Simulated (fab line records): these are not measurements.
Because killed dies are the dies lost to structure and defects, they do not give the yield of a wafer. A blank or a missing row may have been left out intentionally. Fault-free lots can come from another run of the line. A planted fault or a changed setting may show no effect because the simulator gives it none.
Which tool is to blame?	flow nandHarc	route of 1159 steps, sampled at 1 step: 24 lots, 72 wafers

WHAT THE GAUGES READ, wafer by wafer
NHARC_P_M0_INSPECT_27. Usual: 294 for rawDefectCount, sd 110.
lot	measured	on	rawDefectCount	flag
L074	day 6 02:15	defectInspect-01	148 207 245	
L075	day 6 12:55	defectInspect-02	255 160 222	
L076	day 6 14:28	defectInspect-02	314 479 221	
L077	day 6 14:40	defectInspect-02	310 445 238	
L079	day 7 01:25	defectInspect-01	614 294 323	
L078	day 7 02:28	defectInspect-02	415 305 328	
L080	day 7 08:51	defectInspect-01	629 545 467	
L081	day 7 09:28	defectInspect-02	168 259 385	
L082	day 7 23:00	defectInspect-02	462 202 214	
L083	day 7 23:35	defectInspect-01	356 384 247	
L084	day 8 14:44	defectInspect-02	293 267 414	
L085	day 8 15:47	defectInspect-01	228 335 213	
L086	day 9 04:46	defectInspect-01	301 346 505	
L087	day 9 05:33	defectInspect-01	193 310 304	
L088	day 9 10:53	defectInspect-01	227 316 316	
L089	day 9 15:49	defectInspect-01	327 145 225	
L090	day 9 15:59	defectInspect-02	304 213 236	
L091	day 10 01:32	defectInspect-02	348 304 532	
L092	day 10 02:20	defectInspect-01	184 216 132	
L093	day 10 12:55	defectInspect-02	319 154 359	
L094	day 10 14:31	defectInspect-01	140 322 292	
L095	day 11 02:15	defectInspect-01	145 181 181	
L097	day 11 10:49	defectInspect-02	253 160 275	
L096	day 11 15:35	defectInspect-02	219 236 190	

EACH LOT AND THE TOOL THAT RAN IT (in order: tool; ch and the chambers of the sampled wafers; start)
Record: no process step prior to these readings.

AS READ BY THE TOOLS THEMSELVES (means over the sampled wafers that have a number; for cases with no such wafer, the mark the record gives instead)
The record holds no such reading with a usual standard deviation.

THE ANSWER, worked out from the rows above alone
Rule: take the mean of a lot's wafers that have a number; if it is more than 3 standard deviations from the usual mean, the lot is off. A lot without any number at a reading at which 4 lots or more have one is off too. The other lots that the step has rows for count as sound. After the gauges, taken in route order, come the tools' own readings; for these a lot's mean is taken, as printed above. The first step at which some lot is off is used, and at that step the reading that is off furthest; a lot without a number counts as furthest.
None of the lots is off at any reading shown; this tells nothing.

WHAT WAS PUT IN BY THE SIMULATOR
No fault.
